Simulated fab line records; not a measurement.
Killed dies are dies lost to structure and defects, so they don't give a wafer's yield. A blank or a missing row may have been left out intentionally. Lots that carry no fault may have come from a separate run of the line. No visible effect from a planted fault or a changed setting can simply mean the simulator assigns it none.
The tool behind it: which one? | flow nand harc | Sampling: 24 lots, 72 wafers, 6 of 1159 route steps

== WHAT THE GAUGES READ, wafer by wafer ==
Not one reading of a measure or inspect step in the record can be checked against a usual standard deviation.

== WHICH TOOL RAN EACH LOT (tool, then ch and the chambers of the sampled wafers, then the start) ==
lot  | NHARC_A_BLC_ETCH_16                | NHARC_A_M0_STRIP_18                | NHARC_A_M1_ETCH_15                            | NHARC_A_M1_DEGAS_29          | NHARC_A_BONDPAD_PVD_27                  | NHARC_THIN_TSV_ETCH_15
L075 | rie diel-13 ch 2,3, day 17 13:44   | rie diel-04 ch 1,2,3, day 17 18:17 | rie diel-09 ch 0,1, day 17 23:20 or earlier   | pvd sputter-01, day 17 23:20 | pvd sputter-02, day 18 20:27 or earlier | rie si-06 ch 2,3, day 18 20:27
L074 | rie diel-02 ch 0,2, day 17 14:24   | rie diel-06 ch 1,2,3, day 17 18:47 | rie diel-09 ch 0,2, day 18 00:26 or earlier   | pvd sputter-03, day 18 00:26 | pvd sputter-02, day 18 21:41 or earlier | rie si-02 ch 1,2, day 18 21:41
L077 | rie diel-02 ch 0,2,3, day 17 17:28 | rie diel-04 ch 0,1,2, day 17 21:55 | rie diel-10 ch 0,3, day 18 02:49 or earlier   | pvd sputter-02, day 18 02:49 | pvd sputter-03, day 19 00:15 or earlier | rie si-02 ch 0,1, day 19 00:15
L078 | rie diel-03 ch 1,2,3, day 17 18:53 | rie diel-04 ch 0,1,3, day 17 23:38 | rie diel-01 ch 0,1,3, day 18 04:29 or earlier | pvd sputter-01, day 18 04:29 | pvd sputter-02, day 18 22:49 or earlier | rie si-01 ch 0,2, day 18 22:49
L079 | rie diel-03 ch 0,1,2, day 18 00:37 | rie diel-04 ch 0,1,3, day 18 05:33 | rie diel-09 ch 1,2,3, day 18 10:19 or earlier | pvd sputter-01, day 18 10:19 | pvd sputter-01, day 19 08:55 or earlier | rie si-02 ch 0,1,2, day 19 08:55
L076 | rie diel-03 ch 0,2,3, day 18 04:19 | rie diel-07 ch 0,2,3, day 18 08:35 | rie diel-01 ch 1,2,3, day 18 13:18 or earlier | pvd sputter-03, day 18 13:18 | pvd sputter-02, day 19 09:59 or earlier | rie si-06 ch 1,2,3, day 19 09:59
L080 | rie diel-13 ch 0,1, day 18 09:13   | rie diel-07 ch 0,1, day 18 14:45   | rie diel-01 ch 0,3, day 18 19:20 or earlier   | pvd sputter-01, day 18 19:20 | pvd sputter-02, day 19 17:01 or earlier | rie si-01 ch 0,1, day 19 17:01
L081 | rie diel-02 ch 1,2,3, day 18 23:42 | rie diel-06 ch 0,1,2, day 19 09:41 | rie diel-01 ch 0,1,2, day 19 14:32 or earlier | pvd sputter-03, day 19 14:32 | pvd sputter-03, day 20 11:28 or earlier | rie si-06 ch 2,3, day 20 11:28
L084 | rie diel-13 ch 0,1, day 19 10:13   | rie diel-04 ch 0,1, day 19 14:40   | rie diel-01 ch 1,2, day 19 19:14 or earlier   | pvd sputter-03, day 19 19:14 | pvd sputter-01, day 20 15:44 or earlier | rie si-01 ch 1,2, day 20 15:44
L082 | rie diel-03 ch 0,1, day 19 12:14   | rie diel-07 ch 2,3, day 19 23:03   | rie diel-10 ch 0,1, day 20 03:47 or earlier   | pvd sputter-02, day 20 03:47 | pvd sputter-01, day 21 02:07 or earlier | rie si-06 ch 1,3, day 21 02:07
L083 | rie diel-03 ch 1,2,3, day 19 23:06 | rie diel-07 ch 0,1,2, day 20 05:44 | rie diel-09 ch 0,1,2, day 20 10:20 or earlier | pvd sputter-02, day 20 10:20 | pvd sputter-01, day 21 06:25 or earlier | rie si-06 ch 0,2, day 21 06:25
L087 | rie diel-03 ch 2,3, day 20 05:52   | rie diel-06 ch 0,2,3, day 20 10:22 | rie diel-09 ch 0,1,3, day 20 15:12 or earlier | pvd sputter-01, day 20 15:12 | pvd sputter-03, day 21 11:47 or earlier | rie si-01 ch 0,1,3, day 21 11:47
L085 | rie diel-03 ch 0,1,2, day 20 07:07 | rie diel-07 ch 2,3, day 20 11:23   | rie diel-10 ch 0,3, day 20 16:11 or earlier   | pvd sputter-01, day 20 16:11 | pvd sputter-03, day 21 13:01 or earlier | rie si-01 ch 1,3, day 21 13:01
L086 | rie diel-02 ch 1,2, day 20 10:11   | rie diel-06 ch 1,2, day 20 14:26   | rie diel-09 ch 2,3, day 20 19:02 or earlier   | pvd sputter-01, day 20 19:02 | pvd sputter-03, day 21 14:13 or earlier | rie si-06 ch 1,2,3, day 21 14:13
L088 | rie diel-13 ch 0,3, day 20 22:31   | rie diel-04 ch 1,2,3, day 21 13:30 | rie diel-10 ch 0,1, day 21 18:56 or earlier   | pvd sputter-02, day 21 18:56 | pvd sputter-01, day 22 18:49 or earlier | rie si-02 ch 0,3, day 22 18:49
L089 | rie diel-03 ch 1,3, day 20 23:47   | rie diel-07 ch 1,2,3, day 21 13:56 | rie diel-10 ch 1,3, day 21 18:52 or earlier   | pvd sputter-01, day 21 18:52 | pvd sputter-03, day 22 17:29 or earlier | rie si-06 ch 1,3, day 22 17:29
L090 | rie diel-13 ch 0,3, day 21 00:32   | rie diel-04 ch 1,3, day 21 14:08   | rie diel-09 ch 0,1, day 21 19:03 or earlier   | pvd sputter-03, day 21 19:03 | pvd sputter-03, day 22 19:52 or earlier | rie si-06 ch 2,3, day 22 19:52
L091 | rie diel-03 ch 1,2, day 21 12:54   | rie diel-07 ch 1,2, day 21 18:55   | rie diel-09 ch 0,1, day 21 23:43 or earlier   | pvd sputter-02, day 21 23:43 | pvd sputter-01, day 22 21:05 or earlier | rie si-01 ch 0,2,3, day 22 21:05
L094 | rie diel-13 ch 2,3, day 21 19:35   | rie diel-04 ch 0,2, day 22 00:31   | rie diel-01 ch 0,3, day 22 05:16 or earlier   | pvd sputter-03, day 22 05:16 | pvd sputter-02, day 23 05:50 or earlier | rie si-06 ch 0,1,3, day 23 05:50
L092 | rie diel-13 ch 0,1,3, day 21 22:42 | rie diel-07 ch 2,3, day 22 02:56   | rie diel-01 ch 2,3, day 22 07:44 or earlier   | pvd sputter-03, day 22 07:44 | pvd sputter-03, day 23 07:13 or earlier | rie si-02 ch 1,2,3, day 23 07:13
L093 | rie diel-03 ch 1,2,3, day 21 23:26 | rie diel-07 ch 1,3, day 22 03:52   | rie diel-01 ch 1,2, day 22 08:37 or earlier   | pvd sputter-03, day 22 08:37 | pvd sputter-02, day 23 04:46 or earlier | rie si-02 ch 0,2,3, day 23 04:46
L096 | rie diel-03 ch 0,2,3, day 22 06:28 | rie diel-04 ch 0,1,3, day 22 17:34 | rie diel-10 ch 0,1, day 22 22:11 or earlier   | pvd sputter-03, day 22 22:11 | pvd sputter-01, day 23 19:28 or earlier | rie si-06 ch 1,2, day 23 19:28
L095 | rie diel-13 ch 0,2,3, day 22 08:42 | rie diel-06 ch 0,1,3, day 22 18:04 | rie diel-10 ch 0,1, day 22 22:47 or earlier   | pvd sputter-02, day 22 22:47 | pvd sputter-03, day 23 18:17 or earlier | rie si-06 ch 0,1, day 23 18:17
L097 | rie diel-03 ch 0,1, day 23 02:32   | rie diel-06 ch 1,2, day 23 06:50   | rie diel-09 ch 1,3, day 23 11:52 or earlier   | pvd sputter-03, day 23 11:52 | pvd sputter-02, day 24 08:02 or earlier | rie si-01 ch 0,2, day 24 08:02
- NHARC_A_BLC_ETCH_16: etches the open film in CF4, target depth 39 nm, time 65 s.
- NHARC_A_M0_STRIP_18: strips in N2/H2.
- NHARC_A_M1_ETCH_15: etches the open film in C4F8/Ar, target depth 182.5 nm, time 91.2 s.
- NHARC_A_M1_DEGAS_29: time 60 s.
- NHARC_A_BONDPAD_PVD_27: deposits Cu, target thk 30 nm, time 20.49 s.
- NHARC_THIN_TSV_ETCH_15: target depth 3000 nm, bosch target overetch cycles 2, bosch etch step 2.8 s.

== AS READ BY THE TOOLS THEMSELVES (means over the sampled wafers that have a number; for cases with no such wafer, the mark the record gives instead) ==
NHARC_A_BLC_ETCH_16.
lot  | tool        | drypump motor current A (A) | oes product au (a.u.) | rf vpp V (V) | showerhead plenum p Torr (Torr) | throttle valve pct (%)
L075 | rie diel-13 | 6.3                         | 0.990                 | 150.5        | 1.68                            | 13.286
L074 | rie diel-02 | 6.1                         | 1.010                 | 150.2        | 1.71                            | 13.280
L077 | rie diel-02 | 5.6                         | 1.006                 | 151.1        | 1.73                            | 13.283
L078 | rie diel-03 | 5.4                         | 0.994                 | 151.8        | 1.77                            | 13.285
L079 | rie diel-03 | 5.5                         | 0.989                 | 151.7        | 1.80                            | 13.290
L076 | rie diel-03 | 5.7                         | 0.985                 | 151.5        | 1.79                            | 13.285
L080 | rie diel-13 | 6.2                         | 0.993                 | 152.1        | 1.80                            | 13.281
L081 | rie diel-02 | 5.4                         | 1.005                 | 150.7        | 1.75                            | 13.280
L084 | rie diel-13 | 6.1                         | 0.995                 | 150.6        | 1.73                            | 13.286
L082 | rie diel-03 | 5.5                         | 1.001                 | 151.7        | 1.80                            | 13.285
L083 | rie diel-03 | 5.4                         | 0.988                 | 150.6        | 1.77                            | 13.282
L087 | rie diel-03 | 5.6                         | 0.984                 | 151.3        | 1.79                            | 13.284
L085 | rie diel-03 | 5.5                         | 0.991                 | 151.9        | 1.79                            | 13.279
L086 | rie diel-02 | 5.7                         | 1.005                 | 150.9        | 1.74                            | 13.286
L088 | rie diel-13 | 5.9                         | 0.993                 | 150.2        | 1.70                            | 13.279
L089 | rie diel-03 | 5.2                         | 1.007                 | 150.8        | 1.75                            | 13.288
L090 | rie diel-13 | 5.9                         | 1.000                 | 150.3        | 1.70                            | 13.282
L091 | rie diel-03 | 5.2                         | 0.995                 | 150.0        | 1.77                            | 13.292
L094 | rie diel-13 | 6.3                         | 1.003                 | 150.5        | 1.68                            | 13.294
L092 | rie diel-13 | 6.0                         | 1.003                 | 151.5        | 1.75                            | 13.285
L093 | rie diel-03 | 5.4                         | 0.996                 | 152.0        | 1.77                            | 13.284
L096 | rie diel-03 | 5.7                         | 0.991                 | 151.3        | 1.79                            | 13.282
L095 | rie diel-13 | 6.1                         | 0.994                 | 150.4        | 1.68                            | 13.277
L097 | rie diel-03 | 5.2                         | 1.007                 | 151.3        | 1.77                            | 13.286

NHARC_A_M0_STRIP_18.
lot  | tool        | drypump motor current A (A) | oes product au (a.u.) | rf vpp V (V) | showerhead plenum p Torr (Torr) | throttle valve pct (%)
L075 | rie diel-04 | 5.9                         | 0.996                 | 90.7         | 2.02                            | 14.168
L074 | rie diel-06 | 5.8                         | 0.986                 | 91.0         | 2.05                            | 14.179
L077 | rie diel-04 | 5.8                         | 0.994                 | 90.8         | 2.02                            | 14.165
L078 | rie diel-04 | 5.8                         | 0.996                 | 91.3         | 2.06                            | 14.172
L079 | rie diel-04 | 5.8                         | 1.005                 | 91.2         | 2.06                            | 14.173
L076 | rie diel-07 | 5.7                         | 0.992                 | 89.1         | 1.92                            | 14.164
L080 | rie diel-07 | 5.5                         | 0.998                 | 90.2         | 2.00                            | 14.175
L081 | rie diel-06 | 5.9                         | 1.001                 | 90.9         | 2.10                            | 14.169
L084 | rie diel-04 | 5.7                         | 0.989                 | 91.1         | 2.06                            | 14.181
L082 | rie diel-07 | 5.6                         | 1.002                 | 90.4         | 1.92                            | 14.173
L083 | rie diel-07 | 5.4                         | 0.998                 | 90.7         | 2.00                            | 14.172
L087 | rie diel-06 | 5.8                         | 0.999                 | 90.5         | 2.11                            | 14.176
L085 | rie diel-07 | 5.5                         | 1.001                 | 90.1         | 1.92                            | 14.176
L086 | rie diel-06 | 5.7                         | 0.988                 | 90.6         | 2.12                            | 14.169
L088 | rie diel-04 | 5.9                         | 0.985                 | 90.1         | 2.02                            | 14.168
L089 | rie diel-07 | 5.4                         | 0.996                 | 90.0         | 2.01                            | 14.171
L090 | rie diel-04 | 5.9                         | 0.994                 | 89.9         | 2.06                            | 14.168
L091 | rie diel-07 | 5.4                         | 0.996                 | 90.2         | 2.00                            | 14.164
L094 | rie diel-04 | 5.9                         | 1.003                 | 90.9         | 2.02                            | 14.173
L092 | rie diel-07 | 5.6                         | 0.995                 | 90.1         | 1.92                            | 14.172
L093 | rie diel-07 | 5.2                         | 1.001                 | 92.2         | 2.10                            | 14.167
L096 | rie diel-04 | 5.8                         | 0.988                 | 90.5         | 2.06                            | 14.181
L095 | rie diel-06 | 6.0                         | 0.996                 | 90.7         | 2.03                            | 14.168
L097 | rie diel-06 | 5.7                         | 0.986                 | 90.7         | 2.11                            | 14.171

NHARC_A_M1_ETCH_15.
lot  | tool        | oes product au (a.u.) | rf vpp V (V)
L075 | rie diel-09 | 0.931                 | 439.3
L074 | rie diel-09 | 0.975                 | 437.4
L077 | rie diel-10 | 0.961                 | 443.3
L078 | rie diel-01 | 0.920                 | 442.2
L079 | rie diel-09 | 0.973                 | 441.7
L076 | rie diel-01 | 0.907                 | 439.6
L080 | rie diel-01 | 0.943                 | 442.7
L081 | rie diel-01 | 0.975                 | 440.9
L084 | rie diel-01 | 0.948                 | 439.9
L082 | rie diel-10 | 0.924                 | 441.3
L083 | rie diel-09 | 0.920                 | 438.8
L087 | rie diel-09 | 0.970                 | 440.2
L085 | rie diel-10 | 0.921                 | 442.2
L086 | rie diel-09 | 0.964                 | 438.4
L088 | rie diel-10 | 0.950                 | 443.1
L089 | rie diel-10 | 0.928                 | 441.2
L090 | rie diel-09 | 0.964                 | 442.2
L091 | rie diel-09 | 0.969                 | 440.2
L094 | rie diel-01 | 0.962                 | 442.4
L092 | rie diel-01 | 0.962                 | 439.7
L093 | rie diel-01 | 0.972                 | 439.7
L096 | rie diel-10 | 0.930                 | 441.3
L095 | rie diel-10 | 0.973                 | 442.7
L097 | rie diel-09 | 0.917                 | 442.7

NHARC_A_M1_DEGAS_29.
lot  | tool           | heater power w (W)
L075 | pvd sputter-01 | 273
L074 | pvd sputter-03 | 322
L077 | pvd sputter-02 | 301
L078 | pvd sputter-01 | 326
L079 | pvd sputter-01 | 283
L076 | pvd sputter-03 | 312
L080 | pvd sputter-01 | 317
L081 | pvd sputter-03 | 320
L084 | pvd sputter-03 | 331
L082 | pvd sputter-02 | 295
L083 | pvd sputter-02 | 295
L087 | pvd sputter-01 | 333
L085 | pvd sputter-01 | 328
L086 | pvd sputter-01 | 325
L088 | pvd sputter-02 | 320
L089 | pvd sputter-01 | 270
L090 | pvd sputter-03 | 323
L091 | pvd sputter-02 | 299
L094 | pvd sputter-03 | 334
L092 | pvd sputter-03 | 309
L093 | pvd sputter-03 | 321
L096 | pvd sputter-03 | 321
L095 | pvd sputter-02 | 314
L097 | pvd sputter-03 | 329

NHARC_A_BONDPAD_PVD_27.
lot  | tool           | throttle valve pct (%)
L075 | pvd sputter-02 | 29.3
L074 | pvd sputter-02 | 29.0
L077 | pvd sputter-03 | 30.5
L078 | pvd sputter-02 | 29.4
L079 | pvd sputter-01 | 30.6
L076 | pvd sputter-02 | 29.5
L080 | pvd sputter-02 | 29.5
L081 | pvd sputter-03 | 30.0
L084 | pvd sputter-01 | 30.2
L082 | pvd sputter-01 | 30.3
L083 | pvd sputter-01 | 29.9
L087 | pvd sputter-03 | 29.9
L085 | pvd sputter-03 | 30.0
L086 | pvd sputter-03 | 29.7
L088 | pvd sputter-01 | 31.6
L089 | pvd sputter-03 | 29.9
L090 | pvd sputter-03 | 29.8
L091 | pvd sputter-01 | 30.3
L094 | pvd sputter-02 | 28.9
L092 | pvd sputter-03 | 30.4
L093 | pvd sputter-02 | 29.3
L096 | pvd sputter-01 | 31.4
L095 | pvd sputter-03 | 29.9
L097 | pvd sputter-02 | 29.2

NHARC_THIN_TSV_ETCH_15.
lot  | tool      | drypump motor current A (A)
L075 | rie si-06 | 6.0
L074 | rie si-02 | 5.6
L077 | rie si-02 | 5.7
L078 | rie si-01 | 5.7
L079 | rie si-02 | 5.7
L076 | rie si-06 | 5.6
L080 | rie si-01 | 6.1
L081 | rie si-06 | 5.9
L084 | rie si-01 | 6.1
L082 | rie si-06 | 5.5
L083 | rie si-06 | 5.7
L087 | rie si-01 | 5.7
L085 | rie si-01 | 5.5
L086 | rie si-06 | 5.6
L088 | rie si-02 | 5.8
L089 | rie si-06 | 5.5
L090 | rie si-06 | 5.9
L091 | rie si-01 | 5.5
L094 | rie si-06 | 5.4
L092 | rie si-02 | 5.8
L093 | rie si-02 | 5.8
L096 | rie si-06 | 5.7
L095 | rie si-06 | 5.3
L097 | rie si-01 | 5.7

== THE ANSWER, worked out from the rows above alone ==
Rule: what is usual is taken from the lots themselves. The widest of any qualifying gaps counts: lots, ordered by their means at a reading, are off when they make up no more than a third of the lots, leave a main group of 4 or more, and stand apart from it by 3 or more times the standard deviation of that group's means. Not used: any main group whose means are identical at the precision the tables above print for the reading. A lot without any number at a reading at which 4 lots or more have one is off too. All remaining lots with rows at the step are treated as sound. First the gauges in route order, then the tools' own readings, where a lot's mean is used as printed above. The first step at which some lot is off is used, and at that step the reading that is off furthest; a lot without a number counts as furthest.
None of the lots is off at any reading shown; this tells nothing.

== WHAT THE SIMULATOR HAD INSERTED ==
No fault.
